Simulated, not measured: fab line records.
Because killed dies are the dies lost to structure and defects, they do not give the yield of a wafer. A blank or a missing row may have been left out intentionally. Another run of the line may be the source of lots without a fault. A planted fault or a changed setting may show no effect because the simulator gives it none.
Comparing a struck lot with a sound one    flow nand-harc    15 steps out of a route of 1302
Sound: these wafers, L941.3, L941.4, L941.5. Struck: wafers L951.2, L951.3, L951.6. The cause is named last.
For every step that has rows: the tool of each side, followed by ch and its chambers, followed by its first start. Under that, the readings that differ: sound wafers    struck wafers    difference of the means    sigmas: that difference in standard deviations of wafers without a fault.
alike: same words and numbers on both sides, and readings whose means sit less than 2 such deviations apart. not compared: any withheld reading, any reading some wafer has no value for, any bound like >300 that may hide the same value, and any number with overlapping values for which the record gives no deviation.
Wherever a step has rows on one side only, a row that says differs or no value, or a row with sigmas, the two part there. Numbers that have no deviation but don't overlap get no sigmas and don't part them. A reading missing from all wafers of one side parts the sides only when that side holds two or more wafers.

first, 1 step without rows for these wafers: NHARC_A_CONTACT_DEVELOP_68 (develop time 35 s).
NHARC_A_CONTACT_CD_MEAS_69: target cd 300 nm.
  sound on cd-sem-02 ch 0, day 23 19:31; struck on cd-sem-01 ch 0, day 28 04:59
  alike: cd-nm
NHARC_A_CONTACT_OVL_MEAS_70:
  sound: overlay-01 at day 23 19:36; struck: overlay-01 at day 28 05:04
  alike: overlay-x-nm, overlay-y-nm
NHARC_A_CONTACT_INSPECT_71:
  sound: defect-inspect-02 at day 23 19:38; struck: defect-inspect-02 at day 28 05:07
  alike: raw-defect-count
NHARC_A_CONTACT_DESCUM_74: chemistry O2, time 3 s.
  sound on rie-diel-07 ch 1,2,3, day 23 19:43; struck on rie-diel-01 ch 1,2,3, day 28 05:10
  alike: chamber-pressure-mTorr, drypump-motor-current-A, oes-product-au, rf-vpp-V, showerhead-plenum-p-Torr, throttle-valve-pct
  not compared: rf-hours-counter-h
then, 2 steps without rows for these wafers: NHARC_A_CONTACT_ETCH_75 (etches the open film in CF4, target depth 39 nm, time 65 s); NHARC_A_CONTACT_ETCH_76 (etches the open film in N2/H2, target depth 260 nm, time 475.3 s).
NHARC_A_CONTACT_ETCH_77: etches the open film in CF4/CHF3, target depth 108.9 nm, time 54.5 s.
  sound on rie-diel-07 ch 0,2; struck on rie-diel-01 ch 1,2,3
reading     sound              struck             difference  sigmas
bias-w (W)  201.3 200.7 200.4  199.5 200.1 199.0  -1.3        -2
  alike: cf4-flow-sccm, chamber-pressure-mTorr, drypump-motor-current-A, oes-product-au, rf-vpp-V, showerhead-plenum-p-Torr, throttle-valve-pct
  not compared: rf-hours-counter-h
NHARC_A_CONTACT_ETCH_78: etches the open film in O2/COS, target depth 5300 nm, time 1378 s.
  sound on rie-diel-07 ch 1,2; struck on rie-diel-01 ch 2,3
  alike: bias-w, chamber-pressure-mTorr, drypump-motor-current-A, oes-product-au, rf-vpp-V, showerhead-plenum-p-Torr, throttle-valve-pct
  not compared: rf-hours-counter-h
NHARC_A_CONTACT_ETCH_124: etches the open film in C4F8/O2/Ar, time 140 s, target depth 700 nm.
  sound on har-cap-etch-03 ch 0,1, day 23 21:18; struck on har-cap-etch-01 ch 0,1, day 28 07:06
  alike: chamber-pressure-mTorr, oes-air-line-au
  not compared: rf-hours-counter-h
then, 1 step without rows for these wafers: NHARC_A_CONTACT_ETCH_125 (etches the open film in C4F8/O2/Ar, time 197 s, target depth 1918 nm).
NHARC_A_CONTACT_ETCH_126: etches the open film in C4F8/O2/Ar, time 197 s, target depth 1918 nm.
  sound on har-cap-etch-03 ch 0,1, day 23 21:40; struck on har-cap-etch-01 ch 0,1, day 28 07:28
reading                         sound                 struck                difference  sigmas
chamber-pressure-mTorr (mTorr)  20.004 20.021 20.035  19.967 19.977 19.974  -0.047      -2
  alike: oes-air-line-au
  not compared: rf-hours-counter-h
NHARC_A_CONTACT_ETCH_127: etches the open film in C4F8/O2/Ar, time 197 s, target depth 1918 nm.
  sound on har-cap-etch-03 ch 0,1, day 23 21:50; struck on har-cap-etch-01 ch 0,1, day 28 07:38
  no value came back on the struck wafers for chamber-pressure-mTorr (mTorr), oes-air-line-au (a.u.); on the sound wafers chamber-pressure-mTorr (mTorr) reads 20.010 19.983 20.005
  not compared: rf-hours-counter-h
then, 1 step without rows for these wafers: NHARC_A_CONTACT_ETCH_128 (etches the open film in C4F8/O2/Ar, time 197 s, target depth 1918 nm).
-- the record jumps here: 2 days lie between the struck wafers' starts before and after (it left off in module A_CONTACT and takes up again in module END, whose first step shown is number 1302 of the route) --
NHARC_END_SORT_01:
  sound on prober-01 ch 0, day 26 12:03; struck on prober-01 ch 0, day 30 15:49
reading          sound     struck       difference  sigmas
killed-at-array  73 60 81  672 675 670  +601        +30
killed-at-other  1 3 5     0 0 1        -3          -2
killed-dies      76 66 90  677 677 677  +600        +30
  alike: killed-at-periphery, killed-open, killed-short

WHERE THEY PART
Last at NHARC_END_SORT_01 as far as this record goes, first at NHARC_A_CONTACT_ETCH_77.

WHY: the cause the simulator had injected
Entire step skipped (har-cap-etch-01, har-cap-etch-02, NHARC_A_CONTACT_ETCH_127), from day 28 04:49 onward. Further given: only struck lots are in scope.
